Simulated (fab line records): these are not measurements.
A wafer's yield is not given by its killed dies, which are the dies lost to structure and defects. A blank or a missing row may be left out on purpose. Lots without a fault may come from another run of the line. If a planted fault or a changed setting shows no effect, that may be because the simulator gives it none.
A lot that was struck, set against a sound lot / flow n5Finfet / 15 steps out of a route of 1938
Sound: wafers L940.1, L940.2, L940.4. Struck: wafers L956.4, L956.6. (L956.1 of the same lot was not struck and is left out.) The cause comes at the end.
For every step that has rows: the tool of each side, followed by ch and its chambers, followed by its first start. Under that, the readings that differ: sound wafers / struck wafers / difference of the means / sigmas: that difference in standard deviations of wafers without a fault.
alike: readings with means less than 2 such deviations apart, plus words and numbers identical on both sides. not compared: withheld readings, readings lacking a value on some wafer, bounds such as >300 that could conceal the same value, and numbers that have no deviation in the record and whose values overlap.
The two part at a step that has a row with sigmas, a row that says differs or no value, or rows on one side only. Numbers that have no deviation but don't overlap get no sigmas and don't part them. A reading that every wafer of one side lacks parts them only if that side has two wafers or more.

first, 7 steps without rows for these wafers: N5_BEOL_M6_COAT_71 (time 60 s, resist thk 5 nm); N5_BEOL_M6_COAT_22 (resist thk 30 nm); N5_BEOL_M6_EBR_24; N5_BEOL_M6_SOFTBAKE_23 (time 60 s); N5_BEOL_M6_EXPOSE_25 (exposes mask V5, target cd 40 nm); N5_BEOL_M6_PEB_26 (peb time 60 s); N5_BEOL_M6_DEVELOP_27 (develop time 30 s).
N5_BEOL_M6_CD_MEAS_28 targets a cd of 40 nm.
  sound on cdSem-01 ch 0, day 8 10:13; struck on cdSem-01 ch 0, day 13 10:04
  alike: cdNm
N5_BEOL_M6_OVL_MEAS_29:
  sound on overlay-01 ch 0, day 8 10:14; struck on overlay-01 ch 0, day 13 10:06
  alike: V5_OVL
N5_BEOL_M6_INSPECT_30: inspects for defects (brightfield).
  sound on defectInspect-02, day 8 10:18; struck on defectInspect-02, day 13 10:10
  alike: rawDefectCount
N5_BEOL_M6_DESCUM_33: chemistry O2, time 7 s.
  sound on rieDiel-02 ch 0,1, day 8 10:20; struck on rieDiel-04 ch 3, day 13 10:50
  alike: drypumpMotorCurrentA, oesProductAu, rfVppV, showerheadPlenumPTorr, throttleValvePct
  not compared: rfHoursCounterH
N5_BEOL_M6_ETCH_72: etches underlayer in N2/H2, target depth 6.5 nm, time 5.2 s.
  sound on rieDiel-02 ch 0,1, day 8 10:22; struck on rieDiel-04 ch 3, day 13 10:52
reading=etchRfOnTimeS (s); sound=5.60 5.31 5.58; struck=5.18 5.21; difference=-0.30; sigmas=-2
  alike: biasW, drypumpMotorCurrentA, oesProductAu, rfVppV, showerheadPlenumPTorr, throttleValvePct
  not compared: rfHoursCounterH
N5_BEOL_M6_ETCH_65: etches SiARC in CF4, target depth 15.6 nm, time 26 s.
  sound on rieDiel-02 ch 0,1, day 8 10:23; struck on rieDiel-04 ch 3, day 13 10:53
reading=etchRfOnTimeS (s); sound=27.4 25.6 27.6; struck=44.0 43.7; difference=+17.0; sigmas=+21
  alike: biasW, drypumpMotorCurrentA, mfcArSccm, oesProductAu, rfVppV, showerheadPlenumPTorr, throttleValvePct
  not compared: rfHoursCounterH
N5_BEOL_M6_ETCH_66: etches SOC in N2/H2, target depth 80 nm, overetch 16 nm, time 120 s.
  sound on rieDiel-02 ch 0,1, day 8 10:25; struck on rieDiel-04 ch 3, day 13 10:55
  alike: biasW, drypumpMotorCurrentA, oesProductAu, rfVppV, showerheadPlenumPTorr, throttleValvePct
  not compared: rfHoursCounterH
N5_PASSIVATION_PROBE_49:
  the record holds rows for the sound wafers here (prober-02, day 11 22:41) but none for the struck ones

== WHERE THEY PART ==
Earliest at N5_BEOL_M6_ETCH_72; latest, in this record, at N5_PASSIVATION_PROBE_49.

WHY: what the simulator had put in
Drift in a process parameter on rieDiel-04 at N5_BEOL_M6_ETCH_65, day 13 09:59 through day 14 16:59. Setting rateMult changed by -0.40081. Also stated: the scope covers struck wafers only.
